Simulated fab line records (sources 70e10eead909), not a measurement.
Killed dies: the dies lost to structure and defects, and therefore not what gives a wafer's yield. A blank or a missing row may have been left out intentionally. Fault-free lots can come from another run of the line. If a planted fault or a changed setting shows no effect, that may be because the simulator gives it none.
Matching of chambers    flow nand-harc    NHARC_A_STAIRCASE_TRIM_12 on rie-diel-07: 4 sister chambers
The step chemistry O2, time 211.2 s. 8 wafers are shown with their chamber, then 9 later ones without.

## WAFERS WITH THEIR CHAMBER
wafer   chamber  showerhead-plenum-p-Torr (Torr)  drypump-motor-current-A (A)
L082.1  0        3.34                             5.6
L082.4  2        3.34                             5.9
L083.2  0        3.33                             5.5
L083.3  1        3.60                             6.1
L083.5  3        3.64                             6.3
L089.2  3        3.63                             6.3
L089.3  2        3.33                             6.0
L089.4  1        3.59                             6.2

## WAFERS WITH NO CHAMBER GIVEN
wafer   showerhead-plenum-p-Torr (Torr)  drypump-motor-current-A (A)
L092.1  3.59                             6.1
L092.4  3.32                             6.0
L092.5  3.63                             6.3
L094.2  3.58                             6.1
L094.3  3.62                             6.3
L094.5  3.32                             6.0
L095.3  3.32                             6.0
L095.4  3.58                             6.1
L095.5  3.31                             5.6

## THE CHAMBER EACH PASSED THROUGH
wafer   from the rows above  in truth
L092.1  1                    1
L092.4  2                    2
L092.5  3                    3
L094.2  1                    1
L094.3  3                    3
L094.5  2                    2
L095.3  2                    2
L095.4  1                    1
L095.5  0                    0
Placed correctly: 9 of 9. Not placeable from these rows: 0. Number placed wrongly: 0.
How it was worked out, from the rows above alone: a wafer's distance from a chamber is the root of the sum, over the readings, of the square of ((its reading less the chamber's mean) divided by the reading's scatter). If the next closest chamber is less than 2 further off than the closest, the wafer can't be placed; otherwise it belongs to the closest. For every chamber, the mean is computed from those of its wafers that are shown. The scatter: the root of (the sum of the squares of (reading less its chamber's mean) over the shown wafers, divided by (wafers less chambers)).
